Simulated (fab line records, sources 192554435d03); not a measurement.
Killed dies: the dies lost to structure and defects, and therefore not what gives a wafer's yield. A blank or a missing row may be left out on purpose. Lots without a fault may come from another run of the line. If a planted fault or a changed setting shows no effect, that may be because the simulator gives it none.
Chamber matching | flow n5Finfet | aldSin-01 running N5_BEOL_M1_ALD_98: 4 sister chambers
The step deposits SiO2, target thk 2.5 nm, pulse time 1 s, co reactant pulse time 1 s. 8 wafers are shown with their chamber, then 10 later ones without.

## WAFERS, EACH WITH ITS CHAMBER
wafer  | chamber | heaterPowerW (W) | precursorPulseHeightRel
L084.1 | 2       | 91               | 1.004
L084.5 | 2       | 94               | 1.009
L086.5 | 0       | 89               | 1.022
L092.2 | 0       | 88               | 0.959
L092.4 | 1       | 73               | 1.030
L092.5 | 3       | 82               | 1.024
L093.3 | 1       | 75               | 0.989
L093.5 | 3       | 82               | 1.008

## WAFERS WHOSE CHAMBER IS MISSING
wafer  | heaterPowerW (W) | precursorPulseHeightRel
L093.6 | 93               | 1.002
L094.2 | 76               | 0.994
L094.3 | 93               | 1.011
L094.5 | 75               | 0.972
L095.1 | 94               | 0.996
L095.4 | 75               | 1.030
L095.6 | 83               | 0.998
L097.3 | 81               | 1.012
L097.5 | 74               | 0.996
L097.6 | 94               | 1.023

## WHICH CHAMBER EACH ONE RAN IN
wafer  | from the rows above | in truth
L093.6 | 2                   | 2
L094.2 | 1                   | 1
L094.3 | 2                   | 2
L094.5 | 1                   | 1
L095.1 | 2                   | 2
L095.4 | 1                   | 1
L095.6 | 3                   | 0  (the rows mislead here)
L097.3 | 3                   | 3
L097.5 | 1                   | 1
L097.6 | 2                   | 2
Correct placement for 9 of the 10. Number that these rows cannot place: 0. Wrongly placed: 1.
How it was worked out, from the rows above alone: a wafer's distance from a chamber is the root of the sum, over the readings, of the square of ((its reading less the chamber's mean) divided by the reading's scatter). If the next closest chamber is less than 2 further off than the closest, the wafer can't be placed; otherwise it belongs to the closest. A chamber's mean is the mean of its shown wafers. The scatter is the square root of a quotient: the sum, over the shown wafers, of each reading's squared deviation from its chamber's mean, divided by wafers minus chambers.
